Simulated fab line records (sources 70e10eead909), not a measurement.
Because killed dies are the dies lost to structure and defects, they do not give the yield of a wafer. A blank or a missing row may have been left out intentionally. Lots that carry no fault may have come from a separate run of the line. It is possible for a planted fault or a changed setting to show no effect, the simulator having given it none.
fab line records :: flow nand-harc
[record]
  lots = 7
  wafers = 18
  last-day = 33
route steps=1302 shown A_ZERO_WELL@412 A_SOURCE_PLATE@413 A_ONON_D1@424 END@1302
lots that met no fault: taken from a fault-free run of the same line
start-h: hours from the record's opening day to when the first of the lot's shown wafers began :: wait-h: how many hours have passed since the lot's step before this one :: " same as the row above :: L1.1+2: a single row standing in for several wafers :: - value missing, or start not given :: * or withheld: withheld :: < > ~ a bound
route shown NAME@n: names a module that has steps shown in the file, with the first one's number in the route :: usual: the fault-free wafers' mean and standard deviation :: same: alike in all rows :: chamber/n: place in a boat :: sites: the reading at each site :: _std_site: standard deviation across them :: _edge_site: inner sites' mean taken away from outer sites' mean :: radius-mm: how far each site lies from the wafer's centre :: mask NAME#n: copy n :: behind: the tool/chamber that last shaped the wafer :: hold: why the lot was held/for how many hours/how that ended :: device: names the non-switching transistor (n, p or np) :: end of line: the tests these same wafers got at the end of their route :: for a step that has no rows: nothing shown but its recipe :: killed: the dies lost at the first sort to structure and to defects; this is not the yield of the wafer :: map: a wafer's dies, x killed, . not, _ none there
set.NAME: the setting as run; set.NAME@STEP: as run at that earlier step :: model.NAME: the simulator's own value behind a step, which no gauge read
lots at some steps of the route; a table a step, a row a wafer
services: a tool's chamber out of use, with start hour (start-h, from the record's first day; less than 0 if before it), hours out, and reason
[[steps]]
[step NHARC_A_ZERO_WELL_INSPECT_17]
[usual]
  raw-defect-count = 10/4.8
lot.wafer: L324.2
tool: defect-inspect-01
chamber: -
start-h: 167.88
wait-h: 0.1
raw-defect-count: 8

lot.wafer: L324.3
tool: defect-inspect-01
chamber: -
start-h: 167.88
wait-h: 0.1
raw-defect-count: 9

lot.wafer: L324.6
tool: defect-inspect-01
chamber: -
start-h: 167.88
wait-h: 0.1
raw-defect-count: 20

lot.wafer: L330.1
tool: defect-inspect-02
chamber: -
start-h: 238.36
wait-h: 0.2
raw-defect-count: 5

lot.wafer: L330.6
tool: defect-inspect-02
chamber: -
start-h: 238.36
wait-h: 0.2
raw-defect-count: 12

lot.wafer: L331.3
tool: defect-inspect-01
chamber: -
start-h: 245.88
wait-h: 0.1
raw-defect-count: 16

lot.wafer: L331.4
tool: defect-inspect-01
chamber: -
start-h: 245.88
wait-h: 0.1
raw-defect-count: 16

lot.wafer: L332.1
tool: defect-inspect-01
chamber: -
start-h: 253.09
wait-h: 0.2
raw-defect-count: 12

lot.wafer: L332.6
tool: defect-inspect-01
chamber: -
start-h: 253.09
wait-h: 0.2
raw-defect-count: 3

lot.wafer: L337.2
tool: defect-inspect-01
chamber: -
start-h: 307.65
wait-h: 0.1
raw-defect-count: 14

lot.wafer: L337.3
tool: defect-inspect-01
chamber: -
start-h: 307.65
wait-h: 0.1
raw-defect-count: 6

lot.wafer: L337.6
tool: defect-inspect-01
chamber: -
start-h: 307.65
wait-h: 0.1
raw-defect-count: 7

lot.wafer: L341.2
tool: defect-inspect-01
chamber: -
start-h: 340.21
wait-h: 0.1
raw-defect-count: 17

lot.wafer: L341.3
tool: defect-inspect-01
chamber: -
start-h: 340.21
wait-h: 0.1
raw-defect-count: 6

lot.wafer: L341.5
tool: defect-inspect-01
chamber: -
start-h: 340.21
wait-h: 0.1
raw-defect-count: 7

lot.wafer: L342.1
tool: defect-inspect-02
chamber: -
start-h: 359.89
wait-h: 0.2
raw-defect-count: 24

lot.wafer: L342.3
tool: defect-inspect-02
chamber: -
start-h: 359.89
wait-h: 0.2
raw-defect-count: 16

lot.wafer: L342.4
tool: defect-inspect-02
chamber: -
start-h: 359.89
wait-h: 0.2
raw-defect-count: 20
[step NHARC_A_SOURCE_PLATE_PRECLEAN_00]
[recipe]
  time-s = 60
  chemistry = HF-LAST
[step NHARC_A_SOURCE_PLATE_SRD_01]
[step NHARC_A_SOURCE_PLATE_OXIDE_02]
[recipe]
  target-thk-a = 100
  temp-c = 900
  ox-time-s = 1362
  material = SiO2
[step NHARC_A_SOURCE_PLATE_THK_MEAS_09]
[recipe]
  thk-meas-gauge = ellipsometry
[usual]
  thk-nm = 9.8/0.95
lot.wafer: L324.2
tool: film-metro-01
chamber: -
start-h: 174.77
wait-h: 0.4
thk-nm: 11.0

lot.wafer: L324.3
tool: film-metro-01
chamber: -
start-h: 174.77
wait-h: 0.4
thk-nm: 10.2

lot.wafer: L324.6
tool: film-metro-01
chamber: -
start-h: 174.77
wait-h: 0.4
thk-nm: 9.5

lot.wafer: L330.1
tool: film-metro-02
chamber: -
start-h: 247.95
wait-h: 0.4
thk-nm: 9.8

lot.wafer: L330.6
tool: film-metro-02
chamber: -
start-h: 247.95
wait-h: 0.4
thk-nm: 8.3

lot.wafer: L331.3
tool: film-metro-02
chamber: -
start-h: 253.16
wait-h: 0.4
thk-nm: 10.2

lot.wafer: L331.4
tool: film-metro-02
chamber: -
start-h: 253.16
wait-h: 0.4
thk-nm: 9.7

lot.wafer: L332.1
tool: film-metro-02
chamber: -
start-h: 260.39
wait-h: 0.4
thk-nm: 11.4

lot.wafer: L332.6
tool: film-metro-02
chamber: -
start-h: 260.39
wait-h: 0.4
thk-nm: 10.8

lot.wafer: L337.2
tool: film-metro-01
chamber: -
start-h: 316.04
wait-h: 0.4
thk-nm: 9.7

lot.wafer: L337.3
tool: film-metro-01
chamber: -
start-h: 316.04
wait-h: 0.4
thk-nm: 8.8

lot.wafer: L337.6
tool: film-metro-01
chamber: -
start-h: 316.04
wait-h: 0.4
thk-nm: 11.1

lot.wafer: L341.2
tool: film-metro-01
chamber: -
start-h: 348.35
wait-h: 0.4
thk-nm: 11.0

lot.wafer: L341.3
tool: film-metro-01
chamber: -
start-h: 348.35
wait-h: 0.4
thk-nm: 11.5

lot.wafer: L341.5
tool: film-metro-01
chamber: -
start-h: 348.35
wait-h: 0.4
thk-nm: 9.4

lot.wafer: L342.1
tool: film-metro-02
chamber: -
start-h: 367.18
wait-h: 0.4
thk-nm: 10.2

lot.wafer: L342.3
tool: film-metro-02
chamber: -
start-h: 367.18
wait-h: 0.4
thk-nm: 8.0

lot.wafer: L342.4
tool: film-metro-02
chamber: -
start-h: 367.18
wait-h: 0.4
thk-nm: 8.7
[step NHARC_A_SOURCE_PLATE_PVD_04]
[recipe]
  target-thk-a = 500
  material = WSi2
[step NHARC_A_SOURCE_PLATE_CVD_03]
[recipe]
  target-thk-a = 2000
  temp-c = 620
  pressure-mtorr = 200
  time-s = 4000
  material = poly-Si
[step NHARC_A_SOURCE_PLATE_ANNEAL_05]
[recipe]
  temp-c = 850
  time-s = 1800
[step NHARC_A_SOURCE_PLATE_THK_MEAS_06]
[recipe]
  thk-meas-gauge = ellipsometry
[usual]
  thk-nm = 199.4/2
lot.wafer: L324.2
tool: film-metro-01
chamber: -
start-h: 187.33
wait-h: 0.4
thk-nm: 203.7

lot.wafer: L324.3
tool: film-metro-01
chamber: -
start-h: 187.33
wait-h: 0.4
thk-nm: 199.6

lot.wafer: L324.6
tool: film-metro-01
chamber: -
start-h: 187.33
wait-h: 0.4
thk-nm: 201.8

lot.wafer: L330.1
tool: film-metro-02
chamber: -
start-h: 261.06
wait-h: 0.4
thk-nm: 202.5

lot.wafer: L330.6
tool: film-metro-02
chamber: -
start-h: 261.06
wait-h: 0.4
thk-nm: 202.6

lot.wafer: L331.3
tool: film-metro-02
chamber: -
start-h: 266.06
wait-h: 0.4
thk-nm: 200.8

lot.wafer: L331.4
tool: film-metro-02
chamber: -
start-h: 266.06
wait-h: 0.4
thk-nm: 198.4

lot.wafer: L332.1
tool: film-metro-01
chamber: -
start-h: 272.89
wait-h: 0.4
thk-nm: 199.0

lot.wafer: L332.6
tool: film-metro-01
chamber: -
start-h: 272.89
wait-h: 0.4
thk-nm: 198.9

lot.wafer: L337.2
tool: film-metro-01
chamber: -
start-h: 328.88
wait-h: 0.4
thk-nm: 199.7

lot.wafer: L337.3
tool: film-metro-01
chamber: -
start-h: 328.88
wait-h: 0.4
thk-nm: 199.9

lot.wafer: L337.6
tool: film-metro-01
chamber: -
start-h: 328.88
wait-h: 0.4
thk-nm: 198.8

lot.wafer: L341.2
tool: film-metro-01
chamber: -
start-h: 361.33
wait-h: 0.4
thk-nm: 196.9

lot.wafer: L341.3
tool: film-metro-01
chamber: -
start-h: 361.33
wait-h: 0.4
thk-nm: 198.6

lot.wafer: L341.5
tool: film-metro-01
chamber: -
start-h: 361.33
wait-h: 0.4
thk-nm: 199.5

lot.wafer: L342.1
tool: film-metro-01
chamber: -
start-h: 380.26
wait-h: 0.4
thk-nm: 200.0

lot.wafer: L342.3
tool: film-metro-01
chamber: -
start-h: 380.26
wait-h: 0.4
thk-nm: 201.1

lot.wafer: L342.4
tool: film-metro-01
chamber: -
start-h: 380.26
wait-h: 0.4
thk-nm: 202.2
[step NHARC_A_SOURCE_PLATE_INSPECT_08]
[usual]
  raw-defect-count = 56/25
lot.wafer: L324.2
tool: defect-inspect-02
chamber: -
start-h: 187.39
wait-h: 0.0
raw-defect-count: 75

lot.wafer: L324.3
tool: defect-inspect-02
chamber: -
start-h: 187.39
wait-h: 0.0
raw-defect-count: 101

lot.wafer: L324.6
tool: defect-inspect-02
chamber: -
start-h: 187.39
wait-h: 0.0
raw-defect-count: 54

lot.wafer: L330.1
tool: defect-inspect-01
chamber: -
start-h: 261.14
wait-h: 0.0
raw-defect-count: 40

lot.wafer: L330.6
tool: defect-inspect-01
chamber: -
start-h: 261.14
wait-h: 0.0
raw-defect-count: 73

lot.wafer: L331.3
tool: defect-inspect-01
chamber: -
start-h: 266.17
wait-h: 0.0
raw-defect-count: 39

lot.wafer: L331.4
tool: defect-inspect-01
chamber: -
start-h: 266.17
wait-h: 0.0
raw-defect-count: 36

lot.wafer: L332.1
tool: defect-inspect-02
chamber: -
start-h: 273.00
wait-h: 0.0
raw-defect-count: 34

lot.wafer: L332.6
tool: defect-inspect-02
chamber: -
start-h: 273.00
wait-h: 0.0
raw-defect-count: 94

lot.wafer: L337.2
tool: defect-inspect-01
chamber: -
start-h: 328.94
wait-h: 0.0
raw-defect-count: 142

lot.wafer: L337.3
tool: defect-inspect-01
chamber: -
start-h: 328.94
wait-h: 0.0
raw-defect-count: 116

lot.wafer: L337.6
tool: defect-inspect-01
chamber: -
start-h: 328.94
wait-h: 0.0
raw-defect-count: 115

lot.wafer: L341.2
tool: defect-inspect-02
chamber: -
start-h: 361.40
wait-h: 0.0
raw-defect-count: 64

lot.wafer: L341.3
tool: defect-inspect-02
chamber: -
start-h: 361.40
wait-h: 0.0
raw-defect-count: 71

lot.wafer: L341.5
tool: defect-inspect-02
chamber: -
start-h: 361.40
wait-h: 0.0
raw-defect-count: 59

lot.wafer: L342.1
tool: defect-inspect-02
chamber: -
start-h: 380.33
wait-h: 0.0
raw-defect-count: 101

lot.wafer: L342.3
tool: defect-inspect-02
chamber: -
start-h: 380.33
wait-h: 0.0
raw-defect-count: 71

lot.wafer: L342.4
tool: defect-inspect-02
chamber: -
start-h: 380.33
wait-h: 0.0
raw-defect-count: 109
[step NHARC_A_ONON_D1_DEP_00]
[recipe]
  target-thk-a = 10000
  n2-flow-sccm = 2750
  n2o-flow-sccm = 2000
  nh3-flow-sccm = 500
  sih4-flow-sccm = 210
  temp-c = 400
lot.wafer: L324.2+3+6
tool: pecvd-onon-01
chamber: 0
start-h: 187.51
wait-h: 0.1

lot.wafer: L330.1+6
tool: pecvd-onon-02
chamber: 0
start-h: 261.21
wait-h: 0.1

lot.wafer: L331.3+4
tool: pecvd-onon-02
chamber: 0
start-h: 266.37
wait-h: 0.2

lot.wafer: L332.1+6
tool: pecvd-onon-02
chamber: 0
start-h: 273.07
wait-h: 0.1

lot.wafer: L337.2+3+6
tool: pecvd-onon-03
chamber: 0
start-h: 329.06
wait-h: 0.1

lot.wafer: L341.2+3+5
tool: pecvd-onon-02
chamber: 0
start-h: 361.52
wait-h: 0.1

lot.wafer: L342.1+3+4
tool: pecvd-onon-02
chamber: 0
start-h: 380.39
wait-h: 0.1
[step NHARC_A_ONON_D1_THK_MEAS_02]
[recipe]
  thk-meas-gauge = ellipsometry
[usual]
  thk-nm = 1006/11
lot.wafer: L324.2
tool: film-metro-02
chamber: -
start-h: 187.97
wait-h: -
thk-nm: 1004

lot.wafer: L324.3
tool: film-metro-02
chamber: -
start-h: 187.97
wait-h: -
thk-nm: 1004

lot.wafer: L324.6
tool: film-metro-02
chamber: -
start-h: 187.97
wait-h: -
thk-nm: 1005

lot.wafer: L330.1
tool: film-metro-01
chamber: -
start-h: 261.72
wait-h: -
thk-nm: 1011

lot.wafer: L330.6
tool: film-metro-01
chamber: -
start-h: 261.72
wait-h: -
thk-nm: 1479

lot.wafer: L331.3
tool: film-metro-01
chamber: -
start-h: 266.76
wait-h: -
thk-nm: 1478

lot.wafer: L331.4
tool: film-metro-01
chamber: -
start-h: 266.76
wait-h: -
thk-nm: 1010

lot.wafer: L332.1
tool: film-metro-01
chamber: -
start-h: 273.58
wait-h: -
thk-nm: 1007

lot.wafer: L332.6
tool: film-metro-01
chamber: -
start-h: 273.58
wait-h: -
thk-nm: 1471

lot.wafer: L337.2
tool: film-metro-02
chamber: -
start-h: 329.52
wait-h: -
thk-nm: 1015

lot.wafer: L337.3
tool: film-metro-02
chamber: -
start-h: 329.52
wait-h: -
thk-nm: 1013

lot.wafer: L337.6
tool: film-metro-02
chamber: -
start-h: 329.52
wait-h: -
thk-nm: 1014

lot.wafer: L341.2
tool: film-metro-02
chamber: -
start-h: 361.97
wait-h: -
thk-nm: 1017

lot.wafer: L341.3
tool: film-metro-02
chamber: -
start-h: 361.97
wait-h: -
thk-nm: 1017

lot.wafer: L341.5
tool: film-metro-02
chamber: -
start-h: 361.97
wait-h: -
thk-nm: 1015

lot.wafer: L342.1
tool: film-metro-01
chamber: -
start-h: 380.90
wait-h: -
thk-nm: 1002

lot.wafer: L342.3
tool: film-metro-01
chamber: -
start-h: 380.90
wait-h: -
thk-nm: 1001

lot.wafer: L342.4
tool: film-metro-01
chamber: -
start-h: 380.90
wait-h: -
thk-nm: 1002
[step NHARC_A_ONON_D1_DEP_03]
[recipe]
  target-thk-a = 10000
  n2-flow-sccm = 2750
  n2o-flow-sccm = 2000
  nh3-flow-sccm = 500
  sih4-flow-sccm = 210
  temp-c = 400
[step NHARC_END_SORT_01]
[recipe]
  temp-c = 25
[usual]
  killed-at-array = 46/15
  killed-at-other = 1.0/1.3
  killed-at-periphery = 4/3
  killed-dies = 51/15
  killed-open = 3.2/1.8
  killed-short = 2.5/1.5
[same]
  gross-dies = 677
lot.wafer: L330.1
tool: prober-01
chamber: 0
start-h: 654.74
wait-h: 2.6
killed-at-array: 58
killed-at-other: 1
killed-at-periphery: 7
killed-dies: 66
killed-open: 6
killed-short: 2

lot.wafer: L330.6
tool: prober-01
chamber: 0
start-h: 658.76
wait-h: 4.0
killed-at-array: 62
killed-at-other: 3
killed-at-periphery: 4
killed-dies: 69
killed-open: 1
killed-short: 1
// killed by level:class
L330.1 A_SLIT:chamber-film-flake=22 A_CHANNEL_HOLE_D1:chamber-film-flake=14 A_CHANNEL_HOLE_D2:chamber-film-flake=10 A_DECK1_JOINT:chamber-film-flake=3 A_CONTACT:chamber-film-flake=3 P_GATE:chamber-film-flake=2 P_M0:geometric-particle:open=1 P_M1:geometric-particle:short=1
L330.6 A_CHANNEL_HOLE_D1:chamber-film-flake=27 A_SLIT:chamber-film-flake=21 A_CHANNEL_HOLE_D2:chamber-film-flake=9 A_CONTACT:chamber-film-flake=3 THIN_TSV:chamber-film-flake=3 P_GATE:chamber-film-flake=2 P_M1:geometric-particle:open=1 A_M1:geometric-particle:short=1
[[services]]
tool: pecvd-onon-02
chamber: -
start-h: 185.00
hours: 13.0
kind: pm

tool: pecvd-onon-03
chamber: -
start-h: 227.07
hours: 13.0
kind: pm

tool: pecvd-onon-01
chamber: -
start-h: 269.00
hours: 13.0
kind: pm

tool: pecvd-onon-02
chamber: -
start-h: 366.00
hours: 13.0
kind: pm
[[key]]
[first-sign]
  step = NHARC_A_ONON_D1_THK_MEAS_02
  reading = thk-nm
  direction = up
  sigmas = 44
  usual = 1006
  struck = 1476
effect none on later readings
met-at NHARC_A_ONON_D1_DEP_00
struck-wafers L330.6,L331.3,L332.6
sort-left-out L331.3
tester-left-out L330,L331,L332
[fault]
  kind = process-parameter-drift
  tool = pecvd-onon-02
  chamber = -
  onset-h = 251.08
  steps = NHARC_A_ONON_D1_DEP_00
  channel = target-thk-a
  offset = *
  shape = step
  end-h = 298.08
  scope = struck-wafers-only
  acts-in = *
  stated = *
// tester-left-out: of these lots the tester's yield and bins aren't shown, on N5 and GAA mostly nor the transistor test; their killed dies are dies lost to structure and defects alone, not to doping, threshold or leakage, so they don't give the yield
// sort-left-out: the simulated sort isn't trusted on such a fault, so these wafers' sort isn't shown, and their yield isn't known
